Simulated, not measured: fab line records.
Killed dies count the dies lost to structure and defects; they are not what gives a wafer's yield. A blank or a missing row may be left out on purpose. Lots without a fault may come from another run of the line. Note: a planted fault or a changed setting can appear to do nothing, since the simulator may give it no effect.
Matching of chambers    flow n5 finfet    N5_DUMMY_GATE_ETCH_23 on rie si-01 has 4 sister chambers
The step etches poly-Si in HBr/Cl2/O2, target depth 41 nm, time 22.3 s. 4 wafers are shown with their chamber, then 12 later ones without.

## WAFERS WITH THEIR CHAMBER
wafer   chamber  throttle valve pct (%)
L086.5  2        37.57
L088.1  0        37.25
L088.2  3        37.09
L088.4  1        37.28

## WAFERS WITH NO CHAMBER GIVEN
wafer   throttle valve pct (%)
L092.4  37.29
L092.5  37.08
L092.6  37.57
L093.1  37.57
L093.2  37.10
L093.4  37.25
L095.2  37.57
L095.4  37.30
L095.6  37.26
L097.1  37.29
L097.2  37.09
L097.5  37.31

## THE CHAMBER EACH PASSED THROUGH
wafer   from the rows above      in truth
L092.4  1                        1
L092.5  3                        3
L092.6  2                        2
L093.1  2                        2
L093.2  3                        3
L093.4  0                        0
L095.2  2                        2
L095.4  1                        1
L095.6  can't be placed: 0 or 1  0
L097.1  1                        1
L097.2  3                        3
L097.5  1                        1
Correct placement for 11 of the 12. Cannot be placed on the basis of these rows: 1; the candidates contain the true chamber in 1. Number placed wrongly: 0.
How it was worked out, from the rows above alone: a wafer's distance from a chamber is the root of the sum, over the readings, of the square of ((its reading less the chamber's mean) divided by the reading's scatter). The wafer belongs to the nearest chamber; if the next one is less than 2 further off, it can't be placed. The mean given for a chamber averages the wafers shown for that chamber. The scatter: with one shown wafer a chamber, the root of the mean of the squares of how far each hidden wafer lies from its nearest shown one.
